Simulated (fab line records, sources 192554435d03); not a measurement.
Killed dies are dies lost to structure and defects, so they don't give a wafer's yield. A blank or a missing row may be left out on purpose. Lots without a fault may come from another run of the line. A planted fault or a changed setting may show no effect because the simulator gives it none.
fab line records | flow n5_finfet
record lots=6 wafers=18 last_day=17
route steps=1938 shown SD_EPI_P@325 SD_ACTIVATION@330 ILD0@335 BEOL_M4@1111 PASSIVATION@1936
lots that met no fault: from a run of the same line without faults
start_h: hours from the record's first day to the start of the lot's first wafer shown | wait_h: hours since the lot's step before | " the same as in the row above | L1.1+2: a row that stands for several wafers | - no value, or no start given | * or withheld: withheld | < > ~ a bound
route shown NAME@n: a module of which the file shows steps, and the number in the route of the first | usual: mean/standard deviation of fault-free wafers | same: alike in all rows | chamber/n: place in a boat | sites: the reading at each site | _std_site: their standard deviation | _edge_site: outer sites' mean less inner sites' | radius_mm: how far each site lies from the wafer's centre | mask NAME#n: copy n | behind: the tool/chamber that last shaped the wafer | hold: why the lot was held/for how many hours/how that ended | device: the transistor (n, p or np) that didn't switch | end of line: the same wafers' tests at the end of the route | a step without rows: its recipe alone | killed: dies lost to structure and defects at the first sort, not the wafer's yield | map: a wafer's dies, x killed, . not, _ none there
set.NAME: the setting as run; set.NAME@STEP: as run at that earlier step | model.NAME: the simulator's own value behind a step, which no gauge read
lots at some steps of the route; a table a step, a row a wafer
services: from which hour (start_h, from the record's first day; less than 0 if before it) a tool's chamber was out of use, for how many hours, and why
## steps
# step N5_SD_EPI_P_PRECLEAN_24
# recipe chemistry=O3/DIW time_s=45 temp_c=22 o3_ppm=10
# step N5_SD_EPI_P_PRECLEAN_32
# recipe chemistry=dHF time_s=10 dilution=500:1 temp_c=25
# step N5_SD_EPI_P_PRECLEAN_33
# recipe chemistry=SC2 time_s=45 temp_c=35 mix=1:1:50
# step N5_SD_EPI_P_SRD_25
# recipe time_s=30 temp_c=23 rinse_liquid=diw dry=ipa_marangoni
# step N5_SD_EPI_P_INSPECT_26
# recipe inspect_instrument=darkfield mode=post_epi
# usual raw_defect_count=172/37
# columns lot.wafer tool chamber start_h wait_h raw_defect_count
L845.1 defect_inspect-02 - 78.57 0.0 186
L845.2 " - " " 138
L845.6 " - " " 202
L848.3 defect_inspect-02 - 98.47 0.0 256
L848.4 " - " " 172
L848.6 " - " " 151
L849.1 defect_inspect-02 - 100.83 0.0 164
L849.4 " - " " 172
L849.5 " - " " 171
L858.2 defect_inspect-02 - 154.63 0.0 132
L858.3 " - " " 165
L858.6 " - " " 188
L859.1 defect_inspect-02 - 160.75 0.0 184
L859.4 " - " " 272
L859.6 " - " " 184
L861.3 defect_inspect-02 - 173.95 0.0 154
L861.4 " - " " 178
L861.5 " - " " 198
# step N5_SD_ACTIVATION_RTA_00
# recipe temp_c=975 time_s=0 ambient=N2 idle_temp_c=600 ramp_up_c_per_s=150 ramp_down_c_per_s=60 cool_to_c=600
# usual lamp_power_pct=8.96/0.05 lamp_zone_1_pct=8.94/0.03 wafer_temp_C_max=975.0/1.9
# same time_s=0
# columns lot.wafer tool chamber start_h wait_h lamp_power_pct lamp_zone_1_pct wafer_temp_C_max
L845.1 rtp_anneal-02 0 78.62 0.1 9.00 8.95 976.3
L845.2 " 0 " " 8.97 8.92 976.4
L845.6 " 0 " " 8.91 8.94 973.5
L848.3 rtp_anneal-02 0 98.56 0.1 8.91 8.92 977.0
L848.4 " 0 " " 8.89 8.92 973.8
L848.6 " 0 " " 8.98 9.03 974.0
L849.1 rtp_anneal-01 0 100.86 0.0 8.90 8.95 976.7
L849.4 " 0 " " 8.97 8.92 976.4
L849.5 " 0 " " 8.97 8.98 971.6
L858.2 rtp_anneal-01 0 154.69 0.1 8.94 8.94 971.7
L858.3 " 0 " " 8.99 8.94 976.3
L858.6 " 0 " " 9.02 8.93 974.6
L859.1 rtp_anneal-01 0 160.78 0.0 8.95 8.88 972.5
L859.4 " 0 " " 9.00 8.92 977.6
L859.6 " 0 " " 9.05 8.86 974.5
L861.3 rtp_anneal-02 0 174.04 0.1 8.93 8.96 976.2
L861.4 " 0 " " 8.99 9.01 976.7
L861.5 " 0 " " 8.96 8.98 973.9
# step N5_SD_ACTIVATION_LSA_01
# recipe temp_c=1080 time_s=0.0008 ambient=N2
# usual wafer_temp_C_max=1084.0/0.83
# same time_s=0.0008
# columns lot.wafer tool chamber start_h wait_h wafer_temp_C_max
L845.1 laser_anneal-02 0 78.82 0.2 1083.7
L845.2 " 0 " " 1083.9
L845.6 " 0 " " 1083.2
L848.3 laser_anneal-01 0 98.76 0.2 1083.8
L848.4 " 0 " " 1083.9
L848.6 " 0 " " 1083.6
L849.1 laser_anneal-02 0 101.06 0.2 1083.8
L849.4 " 0 " " 1084.2
L849.5 " 0 " " 1085.9
L858.2 laser_anneal-01 0 154.89 0.2 1083.3
L858.3 " 0 " " 1083.2
L858.6 " 0 " " 1084.1
L859.1 laser_anneal-02 0 160.98 0.2 1082.6
L859.4 " 0 " " 1083.4
L859.6 " 0 " " 1084.3
L861.3 laser_anneal-02 0 174.24 0.2 1082.6
L861.4 " 0 " " 1083.8
L861.5 " 0 " " 1084.1
# step N5_SD_ACTIVATION_RS_MEAS_03
# recipe thk_meas_gauge=four-point-probe
# usual RS_SD_N=21.95/0.28 RS_SD_P=56.1/0.88
# columns lot.wafer tool chamber start_h wait_h RS_SD_N[ohm/sq] RS_SD_P[ohm/sq]
L845.1 film_metro-01 - 79.02 0.2 21.93 56.9
L845.2 " - " " 21.65 57.0
L845.6 " - " " 22.25 56.1
L848.3 film_metro-01 - 98.94 0.2 22.32 56.4
L848.4 " - " " 22.24 55.6
L848.6 " - " " 22.52 57.5
L849.1 film_metro-02 - 101.26 0.2 21.97 58.1
L849.4 " - " " 22.30 57.1
L849.5 " - " " 22.29 58.6
L858.2 film_metro-02 - 155.08 0.2 21.92 56.3
L858.3 " - " " 21.93 56.6
L858.6 " - " " 21.74 56.3
L859.1 film_metro-02 - 161.19 0.2 21.63 56.0
L859.4 " - " " 21.87 56.1
L859.6 " - " " 22.02 55.0
L861.3 film_metro-01 - 174.42 0.2 21.96 57.2
L861.4 " - " " 22.11 56.1
L861.5 " - " " 21.84 55.5
# step N5_SD_ACTIVATION_INSPECT_02
# recipe inspect_instrument=darkfield mode=post_anneal
# usual raw_defect_count=168/34
# columns lot.wafer tool chamber start_h wait_h raw_defect_count
L845.1 defect_inspect-02 - 79.35 0.2 187
L845.2 " - " " 148
L845.6 " - " " 205
L848.3 defect_inspect-01 - 99.23 0.1 228
L848.4 " - " " 151
L848.6 " - " " 142
L849.1 defect_inspect-01 - 101.59 0.2 146
L849.4 " - " " 154
L849.5 " - " " 169
L858.2 defect_inspect-02 - 155.39 0.2 132
L858.3 " - " " 154
L858.6 " - " " 182
L859.1 defect_inspect-02 - 161.52 0.2 156
L859.4 " - " " 270
L859.6 " - " " 172
L861.3 defect_inspect-02 - 174.70 0.1 156
L861.4 " - " " 163
L861.5 " - " " 188
# step N5_ILD0_LINER_00
# recipe material=SiNx target_thk_a=40 temp_c=400 ald_precursor_family=SiH2I2 ald_co_reactant=N2/H2-plasma pulse_time_s=1 purge_time_s=2 co_reactant_purge_time_s=2 ald_cycles=80 pressure_torr=2
# usual heater_power_w=846/85 precursor_pulse_height_rel=0.997/0.02
# same co_reactant_purge_time_s=2 purge_time_s=2
# columns lot.wafer tool chamber start_h wait_h heater_power_w precursor_pulse_height_rel
L845.1 ald_sin-02 0 79.39 0.0 932 0.994
L845.2 " 1 " " 793 1.023
L845.6 " 2 " " 811 0.980
L848.3 ald_sin-04 2 99.26 0.0 778 1.031
L848.4 " 0 " " 842 0.987
L848.6 " 3 " " 977 0.998
L849.1 ald_sin-01 2 101.82 0.2 680 1.016
L849.4 " 0 " " 915 0.995
L849.5 " 1 " " 960 0.975
L858.2 ald_sin-02 2 155.54 0.1 795 0.984
L858.3 " 0 " " 953 0.983
L858.6 " 0 " " 960 1.001
L859.1 ald_sin-02 2 161.83 0.3 802 0.965
L859.4 " 3 " " 854 1.001
L859.6 " 3 " " 828 0.990
L861.3 ald_sin-01 2 174.74 0.0 687 0.987
L861.4 " 3 " " 785 0.996
L861.5 " 1 " " 953 1.001
# step N5_ILD0_FCVD_FILL_01
# recipe material=SiO2_flowable target_thk_a=2000 temp_c=100 pressure_torr=0.8 rf_w=2000 time_s=328.3
# step N5_ILD0_CURE_02
# recipe temp_c=450 time_s=1800 ambient=steam idle_temp_c=400 ramp_up_c_per_min=5 ramp_down_c_per_min=3 densification_p_h2o_torr=640
# usual densification_p_h2o_torr=640.3/1.2 spike_tc_bottom_C=474.9/1.9 time_s=1800/0 tube_center_temp_C_max=451.19/0.22
# columns lot.wafer tool chamber start_h wait_h densification_p_h2o_torr spike_tc_bottom_C time_s tube_center_temp_C_max
L845.1 furnace-02 0 80.20 0.3 639.4 474.3 1800 451.19
L845.2 " 0 " " 641.0 474.1 1800 451.00
L845.6 " 0 " " 638.9 474.8 1800 451.41
L848.3 furnace-02 0 100.07 0.2 640.8 471.5 1800 451.05
L848.4 " 0 " " 640.0 471.7 1800 451.23
L848.6 " 0 " " 641.7 473.4 1800 450.90
L849.1 furnace-01 0 102.63 0.3 639.0 474.1 1800 451.27
L849.4 " 0 " " 640.5 477.1 1800 451.24
L849.5 " 0 " " 640.1 475.7 1800 451.65
L858.2 furnace-01 - 156.35 0.3 - - - -
L858.3 " - " " - - - -
L858.6 " - " " - - - -
L859.1 furnace-01 - 162.64 0.3 - - - -
L859.4 " - " " - - - -
L859.6 " - " " - - - -
L861.3 furnace-01 0 175.55 0.2 639.2 477.6 1800 451.11
L861.4 " 0 " " 641.9 476.7 1800 451.18
L861.5 " 0 " " 642.2 477.1 1800 451.15
# step N5_ILD0_CMP_03
# recipe stop_on=SiNx t_overpolish_s=1.9 post_cmp_clean=alkaline_brush down_force_psi=4.1491 platen_rpm=51.796 pad_velocity_m_s=1.0306 target_thk_nm=197.38
# usual motor_current_A=12.5/1.6 overpolish_run_s=1.900/0.0093 time_to_endpoint_s=71/4.5
# columns lot.wafer tool chamber start_h wait_h motor_current_A overpolish_run_s time_to_endpoint_s
L845.2 cmp-04 0 81.81 0.1 13.2 1.903 70
L845.1 " 1 " " 10.5 1.880 61
L845.6 " 0 " " 12.7 1.898 74
L848.3 cmp-03 3 101.66 0.1 12.4 1.902 75
L848.4 " 0 " " 11.1 1.902 76
L848.6 " 2 " " 11.3 1.907 74
L849.1 cmp-02 3 104.23 0.1 13.3 1.893 73
L849.4 " 1 " " 13.0 1.902 73
L849.5 " 3 " " 13.2 1.895 75
L858.3 cmp-02 2 157.98 0.1 9.9 1.894 69
L858.2 " 3 " " 13.9 1.894 66
L858.6 " 1 " " 12.6 1.908 61
L859.1 cmp-04 0 164.20 0.0 12.6 1.912 74
L859.4 " 2 " " 14.0 1.915 67
L859.6 " 1 " " 10.8 1.890 64
L861.3 cmp-02 0 177.12 0.0 15.8 1.895 64
L861.4 " 1 " " 12.6 1.905 69
L861.5 " 0 " " 14.9 1.904 63
# step N5_BEOL_M4_RC_MEAS_101
# usual DIBL_N=37.0/2.3 DIBL_P=37.3/2.8 IOFF_N=0.17/0.046 IOFF_P=0.23/0.054 ION_N=675/14 ION_P=460/9.3 SS_N=71.7/0.73 SS_P=73.6/0.95 VT_N=249/3.9 VT_P=-250/3.9
# columns lot.wafer tool chamber start_h wait_h DIBL_N[mV/V] DIBL_P[mV/V] IOFF_N[nA/um] IOFF_P[nA/um] ION_N[uA/um] ION_P[uA/um] SS_N[mV/dec] SS_P[mV/dec] VT_N[mV] VT_P[mV]
L845.1 prober-02 0 190.60 0.0 39.5 38.6 0.20 0.20 664 445 72.7 73.3 247 -256
L845.2 " 0 " " 37.1 38.9 0.18 0.21 680 461 71.4 73.5 248 -250
L845.6 " 0 " " 35.3 34.2 0.14 0.15 654 445 71.5 72.1 254 -255
L848.3 prober-02 0 200.49 0.3 36.3 37.5 0.15 0.20 673 459 72.3 72.8 251 -253
L848.4 " 0 " " 35.3 36.8 0.14 0.20 679 465 71.1 73.3 251 -253
L848.6 " 0 " " 35.1 36.4 0.14 0.18 672 454 71.8 73.1 252 -255
L849.1 prober-01 0 209.26 0.0 34.9 35.9 0.13 0.15 669 448 71.1 73.2 255 -260
L849.4 " 0 " " 34.7 36.1 0.13 0.16 667 455 71.3 73.0 252 -257
L849.5 " 0 " " 39.3 40.4 0.22 0.21 689 456 72.4 74.9 247 -253
L858.2 prober-01 0 285.61 0.2 40.2 41.3 0.24 0.26 687 463 73.7 74.5 244 -249
L858.3 " 0 " " 33.0 33.5 0.11 0.15 662 449 71.2 71.2 254 -256
L858.6 " 0 " " 35.6 37.4 0.15 0.20 684 464 71.9 72.9 251 -250
L859.1 prober-02 0 286.19 0.0 34.0 33.0 0.11 0.15 656 446 70.9 72.6 256 -254
L859.4 " 0 " " 37.0 35.2 0.14 0.18 671 451 71.3 73.5 254 -254
L859.6 " 0 " " 34.7 32.4 0.11 0.15 650 447 71.2 72.7 256 -255
L861.3 prober-02 0 289.24 0.3 38.5 37.5 0.19 0.24 700 472 70.6 74.1 249 -247
L861.4 " 0 " " 39.1 37.4 0.20 0.24 684 461 71.6 74.4 249 -248
L861.5 " 0 " " 41.1 39.3 0.25 0.29 691 463 72.0 75.2 244 -247
# step N5_PASSIVATION_PROBE_49
# usual defect_limited_yield=91.5/1.3 killed_at_M0_to_M3=36/10 killed_at_M4_up=13/4.7 killed_at_contacts=13/6.7 killed_at_front_end=37/9.7 killed_at_other=2.6/2.3 killed_dies=101/15 killed_open=67/12 killed_short=32/6.7 sort_bin_5_function=5.0/0.89 sort_bin_6_memory=3.2/0.63 sort_n_pass=1079/16 sort_yield_pct=91.4/1.4
# same gross_dies=1180 killed_at_back_side=0 sort_bin_4_leakage[%]=0 sort_bin_8_speed[%]=0
# columns lot.wafer tool chamber start_h wait_h defect_limited_yield[%] killed_at_M0_to_M3 killed_at_M4_up killed_at_contacts killed_at_front_end killed_at_other killed_dies killed_open killed_short sort_bin_5_function[%] sort_bin_6_memory[%] sort_n_pass sort_yield_pct[%]
L848.3 prober-02 - 309.52 0.1 91.4 35 10 16 37 3 101 71 29 5.5 2.9 1079 91.4
L848.4 prober-02 - 309.57 0.2 90.6 26 16 14 52 3 111 64 45 6.1 2.8 1069 90.6
L848.6 prober-02 - 309.67 0.3 92.0 37 12 14 29 2 94 58 34 4.6 3.1 1086 92.0
L858.2 prober-01 - 398.66 0.1 92.2 35 10 12 32 3 92 56 30 3.7 3.4 1088 92.2
L858.6 prober-01 - 398.86 0.3 93.1 45 10 5 20 1 81 51 28 3.8 2.8 1099 93.1
# killed by level:class
L848.3 MOL_CONTACT_COAG:geometric_particle:open=11 FIN_SAQP:geometric_particle:open=8 BEOL_M1:geometric_particle:open=8 BEOL_M3:geometric_particle:open=8 STARTING-WAFER:geometric_particle:open=7 DUMMY_GATE:geometric_particle:open=6 MOL_CONTACT_COAG:geometric_particle:short=5 FIN_SAQP:geometric_particle:short=4
L848.4 MOL_CONTACT_COAG:geometric_particle:open=12 FIN_SAQP:geometric_particle:short=11 BEOL_M4:geometric_particle:open=8 FIN_SAQP:geometric_particle:open=7 STI_FIN_REVEAL:geometric_particle:open=7 DUMMY_GATE:geometric_particle:open=7 BEOL_M3:geometric_particle:open=7 ILD0:geometric_particle:short=5
L848.6 BEOL_M1:geometric_particle:open=13 MOL_CONTACT_COAG:geometric_particle:open=11 BEOL_M0_SAQP:geometric_particle:short=8 BEOL_M0_SAQP:geometric_particle:open=7 BEOL_M3:geometric_particle:open=5 FIN_SAQP:geometric_particle:open=4 FIN_SAQP:geometric_particle:short=4 GATE_CUT:geometric_particle:short=4
L858.2 BEOL_M0_SAQP:geometric_particle:short=13 MOL_CONTACT_COAG:geometric_particle:open=11 BEOL_M0_SAQP:geometric_particle:open=9 FIN_SAQP:geometric_particle:short=7 FIN_SAQP:geometric_particle:open=6 STI_FIN_REVEAL:geometric_particle:open=5 HKMG_FIN:area_etch=5 BEOL_M1:geometric_particle:open=4
L858.6 BEOL_M0_SAQP:geometric_particle:short=16 BEOL_M0_SAQP:geometric_particle:open=13 BEOL_M2:geometric_particle:open=8 FIN_SAQP:geometric_particle:open=5 BEOL_M3:geometric_particle:open=5 STI_FIN_REVEAL:geometric_particle:open=3 MOL_CONTACT_COAG:geometric_particle:open=3 BEOL_M4:geometric_particle:open=3
## services
# columns tool chamber start_h hours kind
ald_sin-01 2 55.36 - calibration
ald_sin-02 - 62.60 2.8 pm
cmp-04 - 66.46 3.1 repair
ald_sin-04 1 74.84 3.9 repair
ald_sin-02 - 85.25 14.0 pm
ald_sin-02 0 85.25 14.0 vent_cycle
ald_sin-02 1 85.25 14.0 vent_cycle
ald_sin-02 2 85.25 14.0 vent_cycle
ald_sin-02 3 85.25 14.0 vent_cycle
rtp_anneal-02 - 87.14 3.7 pm
ald_sin-04 - 98.41 0.5 repair
ald_sin-02 0 99.25 - clean
ald_sin-02 1 99.25 - clean
ald_sin-02 2 99.25 - clean
ald_sin-02 3 99.25 - clean
cmp-04 - 103.68 1.0 repair
cmp-02 - 132.78 4.0 pm
cmp-02 - 136.78 - consumable_replace:conditioner
cmp-02 - 136.78 - consumable_replace:pad
cmp-04 - 140.01 3.1 pm
ald_sin-04 - 143.80 6.1 pm
ald_sin-01 1 150.80 4.8 repair
ald_sin-01 3 162.13 2.0 repair
## key
first_sign step=N5_ILD0_CURE_02 reading=tool_record direction=missing
effect none on later readings
met_at N5_ILD0_CURE_02
struck_wafers L858.2,L858.3,L858.6,L859.1,L859.4,L859.6
onset_between 102.63 156.35
fault kind=skipped_step_whole tool=furnace-01 chamber=- onset_h=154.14 steps=N5_ILD0_CURE_02 scope=struck_lots_only
